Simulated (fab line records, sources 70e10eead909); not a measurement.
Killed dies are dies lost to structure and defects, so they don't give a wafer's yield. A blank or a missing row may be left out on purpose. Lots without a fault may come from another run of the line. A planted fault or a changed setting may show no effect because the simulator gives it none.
A struck lot beside a sound one | flow nand_harc | 11 steps out of a route of 1159
Sound: wafers L244.1, L244.3, L244.5. Struck: wafer L255.1. (L255.2, L255.4 of the same lot were not struck and are left out.) The cause comes at the end.
At each step with rows: each side's tool, then ch and its chambers, then its first start. Under that, the readings that differ: sound wafers | struck wafers | difference of the means | sigmas: that difference in standard deviations of wafers without a fault.
alike: readings whose means differ by less than 2 such deviations, and words and numbers that are the same on both sides. not compared: withheld readings, readings that some wafer has no value for, bounds like >300 that may hide the same value, and numbers for which the record gives no deviation and whose values overlap.
The two part at a step that has a row with sigmas, a row that says differs or no value, or rows on one side only. Numbers that don't overlap but have no deviation are shown without sigmas and don't part them. A reading that every wafer of one side lacks parts them only if that side has two wafers or more.

first, 1 step without rows for these wafers: NHARC_A_WL_FILL_CVD_23 (deposits poly-Si, target thk 40 nm, time 800 s).
NHARC_A_WL_FILL_ETCHBACK_26: etches the open film in HBr, target depth 52 nm, time 13.3 s.
  sound on rie_si-02 ch 2,3, day 16 08:05; struck on rie_si-04 ch 2, day 18 23:17
  reading                     | sound       | struck | difference | sigmas
  drypump_motor_current_A (A) | 5.2 5.6 5.2 | 6.5    | +1.2       | +3
  alike: bias_w, oes_product_au, throttle_valve_pct
  not compared: rf_hours_counter_h
then, 2 steps without rows for these wafers: NHARC_A_WL_FILL_PRECLEAN_30 (cleans in dHF, time 10 s); NHARC_A_WL_FILL_SRD_14.
NHARC_A_WL_FILL_ALD_19: deposits TiN, target thk 2 nm, pulse time 3 s, ald cycles 100.
  sound on ald_metal-04 ch 0,3, day 16 08:22; struck on ald_metal-03 ch 2, day 18 23:34
  reading            | sound         | struck | difference | sigmas
  heater_power_w (W) | 930 1017 1028 | 1234   | +242       | +3
  alike: precursor_pulse_height_rel
NHARC_A_WL_FILL_CVD_20: deposits W, target thk 75 nm, time 5064 s.
  sound on cvd_w-01 ch 0,1; struck on cvd_w-01 ch 1
  alike: heater_power_w, throttle_valve_pct
NHARC_A_WL_FILL_CMP_12: polishes, t overpolish 30 s, target thk 75 nm.
  sound on cmp-04 ch 0,1,2, day 16 15:41; struck on cmp-04 ch 1, day 19 05:17
  alike: motor_current_A, overpolish_run_s, time_to_endpoint_s
then, 1 step without rows for these wafers: NHARC_A_WL_FILL_SRD_31.
NHARC_A_WL_FILL_INSPECT_15:
  sound on defect_inspect-02, day 16 16:07; struck on defect_inspect-02, day 19 05:44
  alike: raw_defect_count
NHARC_A_CONTACT_DEP_24: deposits SiO2, target thk 500 nm.
  sound on pecvd-01 ch 0, day 16 16:11; struck on pecvd-01 ch 2, day 19 05:49
  reading                   | sound             | struck | difference | sigmas
  heater_power_w (W)        | 671 685 701       | 487    | -199       | -2
  mfc_precursor_sccm (sccm) | 162.3 162.4 161.7 | 172.9  | +10.8      | +21
  throttle_valve_pct (%)    | 15.3 15.3 15.3    | 16.7   | +1.4       | +3
  alike: showerhead_vpp_V
NHARC_END_SORT_01:
  the record has rows for the sound wafers here (prober-01 ch 0, day 20 13:19) and none for the struck ones

WHERE THEY PART
First at NHARC_A_WL_FILL_ETCHBACK_26; last, within this record, at NHARC_END_SORT_01.

WHY: what the simulator had put in
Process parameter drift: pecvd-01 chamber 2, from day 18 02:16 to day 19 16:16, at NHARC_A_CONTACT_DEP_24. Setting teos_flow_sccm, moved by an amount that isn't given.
